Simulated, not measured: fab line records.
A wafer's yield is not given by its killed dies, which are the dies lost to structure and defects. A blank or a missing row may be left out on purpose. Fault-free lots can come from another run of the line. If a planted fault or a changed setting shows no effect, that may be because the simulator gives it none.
fab line records    flow n5-finfet
record lots=10  wafers=30  last-day=18
route steps=1938 shown BEOL_M10@1488
lots that met no fault: from a run of the same line without faults
start-h: the number of hours between the record's first day and the start of the first shown wafer of the lot    wait-h: hours elapsed since this lot's preceding step    " repeats the value in the row above    L1.1+2: several wafers, shown together as one row    - either no value or no given start    * or withheld: withheld    < > ~ a bound
route shown NAME@n: a module of which the file shows steps, and the number in the route of the first    usual: mean/standard deviation of fault-free wafers    same: alike in all rows    chamber/n: place in a boat    sites: per-site readings    _std_site: how widely they spread, as a standard deviation    _edge_site: outer sites' mean less inner sites'    radius-mm: for every site, how far away it sits from the centre of the wafer    mask NAME#n: copy n    behind: the most recent tool/chamber to have shaped the wafer    hold: the reason the lot was held/the length of the hold in hours/how it ended    device: whichever transistor did not switch (one of n, p or np)    end of line: tests run on the same wafers once the route is complete    for a step that has no rows: nothing shown but its recipe    killed: dies that structure and defects cost at the first sort, which is not the same as the wafer's yield    map: the dies of a wafer, with x for killed, . for not killed, _ for no die there
set.NAME: setting as actually run; set.NAME@STEP: the setting as run at that earlier step    model.NAME: the simulator's own value behind a step, which no gauge read
one table for each step of the route and one row for each wafer, over a sample of lots
services: when a tool's chamber went out of use (start-h, in hours from the record's first day, below 0 if earlier), for how many hours, and the reason
## steps
# step N5_BEOL_M10_ETCH_62
# recipe chemistry=N2/H2  target=SOC  target-depth-a=1100  overetch-a=220  mask-material=SiARC  temp-c=40  time-s=165  ion-energy-ev=200  pressure-mtorr=30  source-w=840  bias-w=150  n2-flow-sccm=200  h2-flow-sccm=200
# usual drypump-motor-current-A=5.8/0.44  n2-flow-sccm=200.0/0.55  oes-product-au=0.68/0.074  rf-fwd-power-W=837.6/2.7  rf-vpp-V=524.8/2.6  showerhead-plenum-p-Torr=2.58/0.091  throttle-valve-pct=17.80/0.24
lot.wafer  tool         chamber  start-h  wait-h  drypump-motor-current-A  n2-flow-sccm  oes-product-au  rf-fwd-power-W  rf-hours-counter-h  rf-vpp-V  showerhead-plenum-p-Torr  throttle-valve-pct
L946.3     rie-diel-05  2        214.46   0.0     5.5                      199.0         0.74            837.7           24                  528.1     2.71                      17.59
L946.4     "            3        "        "       4.9                      199.5         0.59            839.1           210                 526.0     2.63                      17.96
L946.5     "            2        "        "       5.6                      198.9         0.75            837.1           -                   528.8     2.71                      17.61
L947.1     rie-diel-05  3        234.72   0.0     4.9                      199.8         0.59            839.3           216                 525.8     2.63                      17.96
L947.3     "            0        "        "       5.9                      199.9         0.74            832.7           45                  520.8     2.47                      17.50
L947.6     "            1        "        "       5.2                      199.2         0.68            835.5           -                   523.4     2.57                      18.15
L955.4     rie-diel-06  3        283.50   0.0     5.8                      200.3         0.69            838.1           79                  527.0     2.68                      17.75
L955.5     "            3        "        "       5.7                      200.4         0.69            835.4           -                   526.4     2.68                      17.75
L955.6     "            2        "        "       5.1                      201.1         0.59            841.2           -                   518.5     2.41                      18.25
L956.2     rie-diel-05  3        293.08   0.0     4.8                      199.5         0.57            838.1           237                 525.2     2.62                      18.02
L956.4     "            0        "        "       5.9                      199.7         0.71            834.0           66                  521.4     2.46                      17.54
L956.5     "            2        "        "       5.6                      200.7         0.71            836.0           -                   527.6     2.70                      17.65
L961.2     rie-diel-02  3        319.50   0.0     5.8                      199.7         0.77            837.7           29                  523.0     2.49                      17.55
L961.3     "            1        "        "       6.6                      200.5         0.65            834.1           129                 526.6     2.66                      17.65
L961.5     "            3        "        "       5.8                      200.7         0.76            839.4           -                   522.0     2.49                      17.56
L962.3     rie-diel-02  3        321.58   0.0     5.8                      199.4         0.76            839.6           30                  523.9     2.49                      17.56
L962.4     "            0        "        "       6.4                      200.3         0.59            837.6           225                 524.0     2.51                      17.67
L962.5     "            2        "        "       5.9                      199.6         0.60            840.1           -                   525.7     2.61                      17.91
L965.1     rie-diel-05  0        337.45   0.0     5.9                      200.1         0.70            836.2           79                  521.1     2.46                      17.56
L965.4     "            1        "        "       5.2                      199.5         0.65            835.7           -                   523.9     2.56                      18.22
L965.6     "            2        "        "       5.5                      200.0         0.70            841.0           -                   528.2     2.69                      17.68
L966.1     rie-diel-05  2        340.61   0.0     5.6                      200.0         0.68            836.1           71                  528.2     2.69                      17.69
L966.3     "            0        "        "       5.9                      201.2         0.69            836.4           81                  522.7     2.46                      17.56
L966.4     "            2        "        "       5.6                      199.0         0.69            838.1           -                   528.4     2.69                      17.68
L968.3     rie-diel-06  3        354.67   0.0     5.8                      199.9         0.67            834.3           99                  527.2     2.67                      17.77
L968.4     "            3        "        "       5.7                      199.7         0.67            833.1           -                   527.7     2.67                      17.80
L968.5     "            1        "        "       5.9                      200.2         0.72            834.0           -                   527.8     2.69                      18.22
L969.2     rie-diel-02  3        363.71   0.0     5.8                      201.3         0.73            844.1           48                  520.8     2.48                      17.60
L969.3     "            0        "        "       6.4                      199.5         0.59            841.1           243                 522.5     2.50                      17.69
L969.4     "            1        "        "       6.6                      200.0         0.64            835.7           147                 527.6     2.65                      17.68
# step N5_BEOL_M10_HM_OPEN_17
# recipe chemistry=Cl2/BCl3  target-depth-a=200  overetch-a=60  target=TiN  mask-material=SOC  ion-energy-ev=150  pressure-mtorr=10  icp-w=1000  bias-w=126  Cl2_flow_sccm=53.25  bcl3-flow-sccm=21.75  Ar_flow_sccm=25
# usual drypump-motor-current-A=5.83/0.28  oes-product-au=0.67/0.086  throttle-valve-pct=22.11/0.14
lot.wafer  tool          chamber  start-h  wait-h  drypump-motor-current-A  oes-product-au  rf-hours-counter-h  throttle-valve-pct
L946.3     rie-metal-03  0        214.69   0.1     5.96                     0.60            -                   21.91
L946.4     "             1        "        "       5.84                     0.55            -                   22.49
L946.5     "             0        "        "       5.98                     0.61            -                   21.93
L947.1     rie-metal-01  0        234.91   0.0     5.71                     0.78            8                   22.01
L947.3     "             0        "        "       5.69                     0.79            -                   22.01
L947.6     "             0        "        "       5.75                     0.79            -                   22.01
L955.4     rie-metal-01  1        283.71   0.1     6.36                     0.62            -                   22.06
L955.5     "             0        "        "       5.73                     0.77            -                   22.03
L955.6     "             1        "        "       6.34                     0.63            -                   22.05
L956.2     rie-metal-01  1        293.27   0.0     6.35                     0.62            58                  22.05
L956.4     "             1        "        "       6.33                     0.62            -                   22.05
L956.5     "             0        "        "       5.74                     0.76            -                   22.01
L961.2     rie-metal-03  1        319.69   0.0     5.81                     0.78            6                   22.22
L961.3     "             0        "        "       5.98                     0.58            -                   21.95
L961.5     "             0        "        "       5.99                     0.58            -                   21.96
L962.3     rie-metal-03  1        321.80   0.1     5.80                     0.77            -                   22.26
L962.4     "             0        "        "       5.98                     0.58            -                   21.96
L962.5     "             1        "        "       5.83                     0.77            -                   22.24
L965.1     rie-metal-03  0        337.64   0.0     6.00                     0.58            92                  21.95
L965.4     "             0        "        "       5.99                     0.58            -                   21.95
L965.6     "             0        "        "       6.01                     0.58            -                   21.96
L966.1     rie-metal-03  1        340.79   0.0     5.81                     0.77            8                   22.24
L966.3     "             0        "        "       6.00                     0.58            -                   21.96
L966.4     "             1        "        "       5.83                     0.76            -                   22.26
L968.3     rie-metal-01  0        354.89   0.1     5.75                     0.72            -                   22.07
L968.4     "             1        "        "       6.33                     0.62            -                   22.07
L968.5     "             0        "        "       5.75                     0.72            -                   22.05
L969.2     rie-metal-02  0        363.89   0.0     5.38                     0.71            31                  22.28
L969.3     "             0        "        "       5.38                     0.71            -                   22.28
L969.4     "             1        "        "       5.49                     0.60            -                   22.14
# step N5_BEOL_M10_ETCH_41
# recipe chemistry=CH3F/O2  target=SiCN  target-depth-a=426  taper-deg=2  time-s=86  ion-energy-ev=120  mask-material=TiN  pressure-mtorr=30  source-w=395  bias-w=75  Ar_flow_sccm=150  CH3F_flow_sccm=30  O2_flow_sccm=20
# usual drypump-motor-current-A=5.7/0.46  oes-product-au=0.80/0.082  rf-fwd-power-W=391.9/1.5  rf-vpp-V=297.7/1.6  showerhead-plenum-p-Torr=2.02/0.074  throttle-valve-pct=16.29/0.23
lot.wafer  tool         chamber  start-h  wait-h  drypump-motor-current-A  oes-product-au  rf-fwd-power-W  rf-hours-counter-h  rf-vpp-V  showerhead-plenum-p-Torr  throttle-valve-pct
L946.3     rie-diel-02  0        217.54   -       6.4                      0.74            393.3           187                 296.7     1.99                      16.16
L946.4     "            3        "        "       5.8                      0.66            393.1           248                 297.0     1.97                      16.44
L946.5     "            0        "        "       6.3                      0.74            391.9           -                   296.3     1.99                      16.16
L947.1     rie-diel-06  2        236.40   -       5.1                      0.71            392.1           207                 294.9     1.90                      16.69
L947.3     "            3        "        "       5.7                      0.86            392.5           57                  299.8     2.12                      16.16
L947.6     "            3        "        "       5.7                      0.85            390.8           -                   298.3     2.12                      16.17
L955.4     rie-diel-06  0        285.70   -       5.8                      0.93            390.7           6                   297.9     1.96                      16.25
L955.5     "            2        "        "       5.1                      0.68            393.2           -                   294.6     1.89                      16.72
L955.6     "            3        "        "       5.7                      0.81            393.6           -                   298.5     2.11                      16.21
L956.2     rie-diel-06  0        296.26   -       5.9                      0.97            487.8           9                   275.4     1.96                      16.26
L956.4     "            1        "        "       5.9                      0.94            483.5           45                  279.3     2.12                      16.49
L956.5     "            3        "        "       5.7                      0.86            488.9           -                   277.4     2.11                      16.21
L962.3     rie-diel-02  1        323.92   -       6.6                      0.76            392.9           131                 298.9     2.08                      16.09
L962.4     "            3        "        "       5.7                      0.90            392.8           31                  295.1     1.95                      16.01
L962.5     "            2        "        "       5.9                      0.69            392.6           -                   298.8     2.05                      16.34
L961.2     rie-diel-06  0        324.33   -       5.8                      0.94            485.7           22                  275.9     1.95                      16.29
L961.3     "            1        "        "       5.9                      0.92            486.7           58                  278.2     2.12                      16.51
L961.5     "            0        "        "       5.8                      0.93            486.2           -                   275.2     1.95                      16.28
L965.1     rie-diel-02  0        340.08   -       6.3                      0.70            390.1           232                 295.5     1.97                      16.25
L965.4     "            0        "        "       6.4                      0.70            391.7           -                   295.9     1.97                      16.25
L965.6     "            3        "        "       5.7                      0.88            392.0           -                   297.1     1.95                      16.04
L966.1     rie-diel-05  0        342.83   -       5.9                      0.83            389.8           82                  295.2     1.94                      16.01
L966.3     "            1        "        "       5.2                      0.76            393.2           135                 299.6     2.00                      16.64
L966.4     "            0        "        "       5.9                      0.83            392.8           -                   294.5     1.94                      15.99
L968.3     rie-diel-05  0        356.28   -       5.9                      0.82            392.7           86                  296.0     1.93                      16.02
L968.4     "            3        "        "       4.9                      0.99            390.4           5                   297.7     2.05                      16.06
L968.5     "            3        "        "       4.9                      0.99            390.8           -                   297.3     2.05                      16.06
L969.2     rie-diel-05  0        366.79   -       5.9                      0.82            388.9           90                  295.9     1.93                      16.03
L969.3     "            3        "        "       4.9                      0.98            392.0           8                   299.5     2.05                      16.09
L969.4     "            2        "        "       5.6                      0.79            393.1           81                  299.4     2.11                      16.25
# step N5_BEOL_M10_STRIP_77
# recipe chemistry=N2/H2  time-s=10  power-w=450  temp-c=40  pressure-mtorr=20  rf-frequency-hz=6e+07  bias-power-w=7  n2-flow-sccm=200  h2-flow-sccm=200
# usual drypump-motor-current-A=5.7/0.47  n2-flow-sccm=200.1/0.68  oes-product-au=0.80/0.084  rf-vpp-V=59.2/0.88  showerhead-plenum-p-Torr=2.57/0.097  throttle-valve-pct=23.7/0.31
lot.wafer  tool         chamber  start-h  wait-h  drypump-motor-current-A  n2-flow-sccm  oes-product-au  rf-hours-counter-h  rf-vpp-V  showerhead-plenum-p-Torr  throttle-valve-pct
L946.3     rie-diel-02  0        -        -       6.4                      200.4         0.73            187                 59.6      2.52                      23.3
L946.4     "            3        "        "       5.8                      200.0         0.66            248                 58.6      2.50                      23.7
L946.5     "            0        "        "       6.4                      200.4         0.73            -                   58.6      2.52                      23.3
L947.1     rie-diel-06  2        -        -       5.1                      200.9         0.70            207                 58.5      2.41                      24.0
L947.3     "            3        "        "       5.7                      200.2         0.85            57                  59.4      2.69                      23.6
L947.6     "            3        "        "       5.8                      200.2         0.86            -                   60.8      2.69                      23.6
L955.4     rie-diel-06  0        -        -       5.8                      200.4         0.94            6                   58.5      2.50                      23.9
L955.5     "            2        "        "       5.1                      199.3         0.69            -                   58.4      2.40                      24.1
L955.6     "            3        "        "       5.7                      199.0         0.83            -                   59.8      2.68                      23.6
L956.2     rie-diel-06  0        -        -       5.8                      200.8         0.92            9                   59.1      2.50                      23.9
L956.4     "            1        "        "       5.9                      200.8         0.88            45                  59.5      2.70                      24.3
L956.5     "            3        "        "       5.8                      200.0         0.82            -                   59.1      2.68                      23.6
L962.3     rie-diel-02  1        -        -       6.6                      198.5         0.77            131                 57.4      2.66                      23.5
L962.4     "            3        "        "       5.8                      199.8         0.90            31                  58.5      2.49                      23.4
L962.5     "            2        "        "       5.9                      200.2         0.69            -                   60.0      2.61                      23.7
L961.2     rie-diel-06  0        -        -       5.8                      199.8         0.89            22                  59.6      2.49                      23.9
L961.3     "            1        "        "       5.9                      199.8         0.86            58                  59.4      2.69                      24.3
L961.5     "            0        "        "       5.8                      199.7         0.88            -                   60.2      2.49                      23.9
L965.1     rie-diel-02  0        -        -       6.4                      200.5         0.70            232                 60.3      2.50                      23.4
L965.4     "            0        "        "       6.4                      199.7         0.69            -                   59.4      2.50                      23.4
L965.6     "            3        "        "       5.8                      201.3         0.88            -                   59.4      2.48                      23.4
L966.1     rie-diel-05  0        -        -       5.9                      200.6         0.83            82                  60.2      2.45                      23.5
L966.3     "            1        "        "       5.2                      201.3         0.77            135                 59.2      2.55                      24.1
L966.4     "            0        "        "       5.9                      200.3         0.83            -                   58.6      2.45                      23.5
L968.3     rie-diel-05  0        -        -       5.9                      199.6         0.83            86                  58.6      2.45                      23.5
L968.4     "            3        "        "       4.9                      200.2         0.99            5                   58.5      2.61                      23.6
L968.5     "            3        "        "       4.9                      199.8         0.99            -                   58.6      2.61                      23.6
L969.2     rie-diel-05  0        -        -       5.9                      199.8         0.82            90                  59.7      2.45                      23.5
L969.3     "            3        "        "       4.8                      200.7         0.98            8                   58.0      2.61                      23.6
L969.4     "            2        "        "       5.6                      200.3         0.80            81                  60.7      2.68                      23.4
## services
tool          chamber  start-h  hours  kind
rie-diel-06   0        200.31   15.8   repair
rie-diel-02   3        221.54   -      clean
rie-diel-02   3        221.54   -      consumable-replace:focus-ring
rie-metal-03  1        230.89   -      clean
rie-diel-06   0        247.37   -      clean
rie-diel-06   0        247.37   -      consumable-replace:focus-ring
rie-diel-06   0        247.37   23.0   scheduled-down
rie-diel-06   0        247.37   23.0   vent-cycle
rie-metal-01  1        302.94   43.3   repair
rie-diel-05   0        304.59   5.7    repair
rie-diel-06   3        310.47   18.0   repair
rie-diel-05   3        328.62   -      clean
rie-diel-05   3        328.62   -      consumable-replace:focus-ring
rie-diel-05   3        328.62   14.2   scheduled-down
rie-diel-05   3        328.62   14.2   vent-cycle
rie-diel-02   2        339.53   -      clean
rie-diel-02   2        339.53   -      consumable-replace:focus-ring
rie-diel-02   2        339.53   21.4   scheduled-down
rie-diel-02   2        339.53   21.4   vent-cycle
rie-diel-06   2        342.28   -      clean
rie-diel-06   2        342.28   -      consumable-replace:focus-ring
rie-diel-06   2        342.28   -      consumable-replace:showerhead
rie-diel-06   2        342.28   28.4   scheduled-down
rie-diel-06   2        342.28   28.4   vent-cycle
## key
first-sign step=N5_BEOL_M10_ETCH_41  reading=rf-fwd-power-W  direction=up  sigmas=62  usual=*  struck=*
effect step=N5_BEOL_M10_ETCH_41  reading=rf-vpp-V  direction=down  sigmas=13  usual=297.7  struck=276.9
met-at N5_BEOL_M10_ETCH_41
struck-lots L956,L961
not-acting-at N5_BEOL_M10_ETCH_62,N5_BEOL_M10_HM_OPEN_17,N5_BEOL_M10_STRIP_77
onset-between 285.70 296.26
fault kind=process-parameter-drift  tool=rie-diel-06  chamber=-  onset-h=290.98  steps=N5_BEOL_M10_ETCH_41  channel=source-w  offset=94.8  shape=step  end-h=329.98  acts-in=these-recipes-only  stated=395
